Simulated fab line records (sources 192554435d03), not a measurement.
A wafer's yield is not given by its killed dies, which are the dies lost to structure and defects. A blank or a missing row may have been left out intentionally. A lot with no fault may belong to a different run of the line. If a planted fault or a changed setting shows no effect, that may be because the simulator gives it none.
Which tool did it?    flow n5-finfet    27 wafers from 9 lots sampled at 6 of the route's 1938 steps

## WHAT EACH GAUGE READ, for each wafer
N5_SD_EPI_P_INSPECT_26: inspects for defects (darkfield). Usual: raw-defect-count at 181, with a standard deviation of 39.
lot   measured     on                 raw-defect-count  flag
L750  day 3 15:25  defect-inspect-02  248 235 187       
L754  day 4 14:47  defect-inspect-01  202 214 161       
L756  day 5 03:02  defect-inspect-02  151 154 138       
L757  day 5 08:31  defect-inspect-02  212 132 190       
L763  day 7 06:05  defect-inspect-02  226 148 189       
L764  day 7 08:28  defect-inspect-02  154 152 130       
L765  day 7 11:34  defect-inspect-02  134 140 155       
L768  day 8 06:28  defect-inspect-01  172 204 220       
L771  day 8 22:52  defect-inspect-02  166 148 143       

N5_ILD0_THK_MEAS_13. Usual: thk-nm at 17.9 nm, with a standard deviation of 1.1.
lot   measured     on             thk-nm (nm)     flag
L750  day 3 22:49  film-metro-02  18.9 18.6 19.2  
L754  day 4 21:56  film-metro-02  19.6 18.9 18.3  
L756  day 5 10:37  film-metro-01  16.7 18.2 16.3  
L757  day 5 16:46  film-metro-01  18.0 17.2 17.2  
L763  day 7 13:05  film-metro-01  16.0 17.6 17.6  
L764  day 7 15:28  film-metro-02  19.6 18.6 20.5  
L765  day 7 19:11  film-metro-01  16.5 17.0 15.4  
L768  day 8 14:07  film-metro-02  16.4 17.2 17.1  
L771  day 9 06:46  film-metro-02  20.0 20.4 19.6  

N5_BEOL_M4_RC_MEAS_101. Usual: DIBL_N 36.1 mV/V, standard deviation 1.3; DIBL_P 36.3 mV/V, standard deviation 1.4; IOFF_N 0.162 nA/um, standard deviation 0.024; IOFF_P 0.22 nA/um, standard deviation 0.033; ION_N 674 uA/um, standard deviation 9.9; ION_P 464 uA/um, standard deviation 7.6; SS_N 71.6 mV/dec, standard deviation 0.53; SS_P 73.4 mV/dec, standard deviation 0.55; VT_N 249.4 mV, standard deviation 2.9; VT_P -249 mV, standard deviation 3.3.
lot   measured      on         DIBL_N (mV/V)   DIBL_P (mV/V)   IOFF_N (nA/um)     IOFF_P (nA/um)  ION_N (uA/um)  ION_P (uA/um)  SS_N (mV/dec)   SS_P (mV/dec)   VT_N (mV)          VT_P (mV)       flag
L750  day 8 04:13   prober-02  37.1 36.4 35.0  37.7 37.5 34.8  0.190 0.172 0.144  0.26 0.24 0.20  702 674 669    481 467 463    72.4 71.5 71.5  73.6 73.7 73.3  245.7 248.4 249.2  -245 -245 -250  
L754  day 9 03:22   prober-02  37.0 36.8 36.0  37.8 37.4 36.9  0.167 0.158 0.138  0.19 0.18 0.18  665 665 663    454 453 456    71.7 70.7 71.4  73.1 73.3 72.8  249.9 250.6 255.4  -253 -257 -253  
L756  day 9 10:22   prober-01  36.7 36.6 37.6  37.3 36.2 37.2  0.166 0.155 0.177  0.20 0.20 0.21  670 672 670    454 460 452    70.2 71.3 71.9  72.8 72.9 73.0  248.5 248.3 248.4  -250 -255 -252  
L757  day 10 02:08  prober-01  34.5 35.7 36.3  33.5 34.1 35.7  0.134 0.153 0.169  0.20 0.20 0.23  664 668 689    462 464 473    71.1 71.3 72.2  73.3 72.7 73.8  250.1 248.3 248.7  -252 -248 -247  
L763  day 11 02:43  prober-02  36.8 36.3 35.5  37.4 36.5 35.1  0.171 0.162 0.145  0.27 0.25 0.22  670 668 664    469 468 464    71.9 72.0 72.1  73.5 72.5 72.8  248.2 250.1 250.7  -243 -246 -249  
L764  day 11 15:52  prober-02  36.3 35.5 35.6  37.9 36.5 36.2  0.187 0.165 0.168  0.27 0.24 0.23  687 667 673    469 461 464    71.6 72.0 71.6  74.0 73.5 73.6  245.8 250.1 251.1  -246 -246 -246  
L765  day 12 01:59  prober-01  36.7 35.5 35.3  36.9 35.1 35.4  0.155 0.131 0.133  0.21 0.18 0.19  667 666 664    458 461 456    72.3 71.8 71.6  73.3 72.8 73.3  253.1 253.5 252.2  -252 -253 -250  
L768  day 12 14:11  prober-01  36.3 35.4 35.9  37.8 36.1 36.8  0.179 0.161 0.170  0.21 0.19 0.20  675 675 675    465 458 458    72.1 71.5 71.7  73.6 73.7 73.9  247.6 248.0 250.0  -250 -252 -250  
L771  day 13 06:13  prober-01  33.7 32.9 33.2  36.0 35.3 35.2  0.133 0.117 0.121  0.19 0.17 0.18  681 660 669    464 455 458    70.8 70.8 71.6  73.6 73.8 72.5  254.7 253.4 255.0  -249 -253 -252  

## WHICH TOOL RAN EACH LOT (tool, then ch and the chambers of the sampled wafers, then the start)
lot   N5_SD_EPI_P_ETCH_47                N5_ILD0_ALD_15                    N5_ILD0_CMP_12
L750  rie-diel-04 ch 0,1,3, day 3 12:07  ald-sin-03 ch 0,2,3, day 3 20:19  cmp-01 ch 0,2,3, day 3 22:36
L754  rie-diel-03 ch 0,1,3, day 4 10:42  ald-sin-04 ch 0,2,3, day 4 19:26  cmp-02 ch 0,1,2, day 4 21:43
L756  rie-diel-03 ch 0,1,3, day 4 23:49  ald-sin-03 ch 0,2,3, day 5 07:59  cmp-04 ch 1,2,3, day 5 10:20
L757  rie-diel-01 ch 1,2,3, day 5 05:19  ald-sin-03 ch 0,1,3, day 5 14:16  cmp-04 ch 0,1,3, day 5 16:28
L763  rie-diel-03 ch 0,2, day 7 02:53    ald-sin-03 ch 0,1, day 7 10:35    cmp-04 ch 0,2, day 7 12:47
L764  rie-diel-04 ch 0,1,3, day 7 05:16  ald-sin-03 ch 1,2,3, day 7 12:58  cmp-02 ch 0,1,3, day 7 15:14
L765  rie-diel-03 ch 0,1, day 7 07:37    ald-sin-03 ch 2,3, day 7 16:41    cmp-04 ch 0,1,2, day 7 18:58
L768  rie-diel-04 ch 1,2,3, day 8 03:15  ald-sin-03 ch 0,2,3, day 8 11:37  cmp-04 ch 0,1, day 8 13:52
L771  rie-diel-04 ch 1,2, day 8 19:38    ald-sin-02 ch 0,1, day 9 04:16    cmp-02 ch 1,2,3, day 9 06:30
- N5_SD_EPI_P_ETCH_47: etches SiOCN in CH3F/O2, target depth 25 nm.
- N5_ILD0_ALD_15: deposits SiNx, target thk 24 nm, pulse time 1 s, ald cycles 480.
- N5_ILD0_CMP_12: polishes SiNx, stops on poly-Si, t overpolish 6 s, target thk 17.67 nm.

## AS READ BY THE TOOLS THEMSELVES (means over the sampled wafers that have a number; for cases with no such wafer, the mark the record gives instead)
N5_SD_EPI_P_ETCH_47. Usual: drypump-motor-current-A 5.6 A, standard deviation 0.32; oes-product-au 0.78 a.u., standard deviation 0.058; rf-vpp-V 126.7 V, standard deviation 1.6; showerhead-plenum-p-Torr 1.92 Torr, standard deviation 0.067; throttle-valve-pct 16.23 %, standard deviation 0.21.
lot   tool         drypump-motor-current-A (A)  oes-product-au (a.u.)  rf-vpp-V (V)  showerhead-plenum-p-Torr (Torr)  throttle-valve-pct (%)  flag
L750  rie-diel-04  5.4                          0.75                   127.3         1.94                             16.25                   
L754  rie-diel-03  5.6                          0.83                   125.5         1.91                             16.23                   
L756  rie-diel-03  5.6                          0.82                   125.7         1.91                             16.25                   
L757  rie-diel-01  5.7                          0.79                   128.0         1.99                             16.16                   
L763  rie-diel-03  5.4                          0.78                   125.9         1.85                             16.29                   
L764  rie-diel-04  5.4                          0.73                   128.0         1.93                             16.30                   
L765  rie-diel-03  5.9                          0.85                   126.3         1.92                             16.14                   
L768  rie-diel-04  5.6                          0.76                   128.0         1.89                             16.29                   
L771  rie-diel-04  5.3                          0.72                   127.4         1.88                             16.50                   

N5_ILD0_ALD_15. Usual: heater-power-w 861 W, standard deviation 71; precursor-pulse-height-rel 1.002, standard deviation 0.021.
lot   tool        heater-power-w (W)  precursor-pulse-height-rel  flag
L750  ald-sin-03  834                 0.996                       
L754  ald-sin-04  805                 1.005                       
L756  ald-sin-03  821                 0.997                       
L757  ald-sin-03  854                 1.015                       
L763  ald-sin-03  915                 1.021                       
L764  ald-sin-03  872                 0.992                       
L765  ald-sin-03  821                 0.973                       
L768  ald-sin-03  821                 0.997                       
L771  ald-sin-02  964                 1.004                       

N5_ILD0_CMP_12. Usual: motor-current-A 9.1 A, standard deviation 0.78; pad-life-wafers 1027, standard deviation 590; time-to-endpoint-s 28.8 s, standard deviation 2.2.
lot   tool    motor-current-A (A)  pad-life-wafers  time-to-endpoint-s (s)  flag
L750  cmp-01  9.0                  212              29.2                    
L754  cmp-02  8.8                  1244             31.8                    
L756  cmp-04  9.5                  1033             26.4                    
L757  cmp-04  8.9                  1087             28.8                    
L763  cmp-04  8.9                  1459             27.9                    
L764  cmp-02  9.4                  1826             28.9                    
L765  cmp-04  9.4                  1490             28.9                    
L768  cmp-04  9.1                  1646             34.0                    
L771  cmp-02  9.0                  92               28.7                    

## THE ANSWER, worked out from the rows above alone
Rule: a lot is off if the mean of its wafers that have a number lies more than 3 standard deviations from the usual mean. Also off: a lot with no number at a reading for which 4 or more lots have one. The other lots that the step has rows for count as sound. First the gauges in route order, then the tools' own readings, where a lot's mean is used as printed above. At the first step where some lot is off, the reading lying furthest off is the one used; lots without a number count as furthest.
None of the lots is off at any reading shown; this tells nothing.

## WHAT THE SIMULATOR HAD INSERTED
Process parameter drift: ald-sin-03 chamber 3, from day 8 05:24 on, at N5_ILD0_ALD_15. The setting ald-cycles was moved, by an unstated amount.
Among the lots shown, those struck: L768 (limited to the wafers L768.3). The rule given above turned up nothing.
